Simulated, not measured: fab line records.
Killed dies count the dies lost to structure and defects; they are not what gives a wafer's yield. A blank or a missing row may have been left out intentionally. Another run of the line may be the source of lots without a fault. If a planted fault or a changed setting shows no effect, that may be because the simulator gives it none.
Struck lot and sound lot, side by side ; flow nand_harc ; 40 out of 1159 route steps
Sound: wafers L225.2, L225.4, L225.5. The struck wafers were L233.1, L233.3, L233.6. The cause comes at the end.
At each step with rows: each side's tool, then ch and its chambers, then its first start. Under that, the readings that differ: sound wafers ; struck wafers ; difference of the means ; sigmas: that difference in standard deviations of wafers without a fault.
alike: words and numbers the same on both sides, and readings whose means are apart by under 2 such deviations; not compared: readings that were withheld, readings missing a value for some wafer, numbers with overlapping values and no deviation given by the record, and bounds like >300 which may hide the same value.
The two part at a step that has a row with sigmas, a row that says differs or no value, or rows on one side only. Numbers that have no deviation but don't overlap get no sigmas and don't part them. A reading missing from all wafers of one side parts the sides only when that side holds two or more wafers.

first, 1 step without rows for these wafers: NHARC_A_CONTACT_ETCH_138 (etches the open film in C4F8/O2/Ar, time 132 s, target depth 1289 nm).
NHARC_A_CONTACT_ETCH_139: etches the open film in C4F8/O2/Ar, time 137 s, target depth 590 nm.
  sound on har_cap_etch-01 ch 1, day 18 02:44; struck on har_cap_etch-01 ch 0,1, day 19 22:36
  not compared: rf_hours_counter_h
then, 2 steps without rows for these wafers: NHARC_A_CONTACT_ETCH_92 (etches the open film in CH3F/O2, target depth 40 nm, time 85.7 s); NHARC_A_CONTACT_ETCH_98 (etches the open film in C4F6/O2, target depth 20 nm, time 10 s).
NHARC_A_CONTACT_CD_MEAS_15:
  struck on cd_sem-01, day 19 23:26; sound on cd_sem-01, day 18 03:23
  alike: cd_nm
then, 7 steps without rows for these wafers: NHARC_A_CONTACT_STRIP_107 (strips in N2/H2); NHARC_A_CONTACT_STRIP_108 (strips in CF4/CHF3); NHARC_A_CONTACT_STRIP_109 (strips in O2/COS); NHARC_A_CONTACT_ETCH_110 (etches the open film in CF4/O2, target depth 50 nm, overetch 5 nm, time 27.5 s); NHARC_A_CONTACT_STRIP_26 (strips in O2); NHARC_A_CONTACT_STRIP_27 (strips in post etch residue remover, time 600 s); NHARC_A_CONTACT_ALD_18 (deposits TiN, target thk 3 nm, pulse time 1 s, ald cycles 150).
NHARC_A_CONTACT_CVD_19: deposits W, target thk 300 nm, time 802 s.
  sound on cvd_w-02 ch 0,1, day 18 05:08; struck on cvd_w-01 ch 0,1, day 20 02:30
reading;sound;struck;difference;sigmas
throttle_valve_pct (%);7.57 7.64 7.57;8.15 8.31 8.37;+0.68;+4
  alike: heater_power_w
then, 12 steps without rows for these wafers: NHARC_A_CONTACT_CMP_20 (polishes, t overpolish 30 s, target thk 300 nm); NHARC_A_CONTACT_SRD_22; NHARC_A_BLC_DEHYDRATE_00 (time 120 s); NHARC_A_BLC_HMDS_01 (time 30 s); NHARC_A_BLC_COAT_02 (time 75 s); NHARC_A_BLC_COAT_03 (time 65 s); NHARC_A_BLC_COAT_04 (resist thk 90 nm); NHARC_A_BLC_SOFTBAKE_05 (time 55 s); NHARC_A_BLC_EBR_06; NHARC_A_BLC_EXPOSE_07 (exposes mask A BLC, target cd 100 nm); NHARC_A_BLC_PEB_08 (peb time 65 s); NHARC_A_BLC_DEVELOP_09 (develop time 35 s).
NHARC_A_BLC_CD_MEAS_10 targets a cd of 100 nm.
  sound on cd_sem-01 ch 0, day 18 06:49; struck on cd_sem-03 ch 0, day 20 04:10
  alike: cd_nm
NHARC_A_BLC_OVL_MEAS_11:
  struck on overlay-02, day 20 04:16; sound on overlay-02, day 18 06:54
  alike: overlay_x_nm, overlay_y_nm
NHARC_A_BLC_DESCUM_15: chemistry O2, time 3 s.
  sound on rie_diel-02 ch 0,1,3, day 18 07:00; struck on rie_diel-12 ch 0,1,3, day 20 04:22
  alike: drypump_motor_current_A, oes_product_au, rf_vpp_V, showerhead_plenum_p_Torr, throttle_valve_pct
  not compared: rf_hours_counter_h
then, 3 steps without rows for these wafers: NHARC_A_BLC_ETCH_16 (etches the open film in CF4, target depth 39 nm, time 65 s); NHARC_A_BLC_ETCH_17 (etches the open film in N2/H2, target depth 390 nm, time 609.38 s); NHARC_A_BLC_ETCH_18 (etches the open film in C4F8/O2/Ar, target depth 910 nm).
NHARC_A_BLC_CD_MEAS_19:
  struck on cd_sem-03, day 20 05:28; sound on cd_sem-02, day 18 07:59
  alike: cd_nm
NHARC_A_BLC_STRIP_29: strips in CF4.
  sound on rie_diel-04 ch 0,2, day 18 08:04; struck on rie_diel-02 ch 1,2,3, day 20 05:34
reading;sound;struck;difference;sigmas
showerhead_plenum_p_Torr (Torr);1.89 1.88 1.88;1.67 1.74 1.65;-0.20;-2
  alike: drypump_motor_current_A, oes_product_au, rf_vpp_V, throttle_valve_pct
  not compared: rf_hours_counter_h
then, 4 steps without rows for these wafers: NHARC_A_BLC_STRIP_21 (strips in O2); NHARC_A_BLC_STRIP_22 (strips in post etch residue remover, time 600 s); NHARC_A_BLC_DEGAS_30 (time 60 s); NHARC_A_BLC_PRE_CLEAN_31 (time 15 s).
NHARC_A_BLC_PVD_32: deposits Ti, target thk 5 nm, time 17.7 s.
  sound on pvd_sputter-01; struck on pvd_sputter-02
  alike: substrate_temp_c, throttle_valve_pct
NHARC_A_BLC_ALD_23: deposits TiN, target thk 3 nm, pulse time 1 s, ald cycles 150.
  sound on ald_metal-03 ch 0,1,2, day 18 08:50; struck on ald_metal-03 ch 1,2,3, day 20 06:28
  alike: heater_power_w, precursor_pulse_height_rel
-- jump in the record: it breaks off in module A_BLC and resumes in module END (first step shown: number 1159 of the route), and 2 days separate the struck wafers' starts before and after --
NHARC_END_SORT_01:
  sound on prober-01 ch 0, day 21 08:41; struck on prober-01 ch 0, day 22 07:20
reading;sound;struck;difference;sigmas
killed_at_array;30 23 19;99 121 105;+84;+7
killed_dies;35 29 24;100 122 109;+81;+7
  alike: killed_at_other, killed_at_periphery, killed_open, killed_short

WHERE THEY PART
Earliest at NHARC_A_CONTACT_CVD_19; latest, in this record, at NHARC_END_SORT_01.

WHY: the cause the simulator had injected
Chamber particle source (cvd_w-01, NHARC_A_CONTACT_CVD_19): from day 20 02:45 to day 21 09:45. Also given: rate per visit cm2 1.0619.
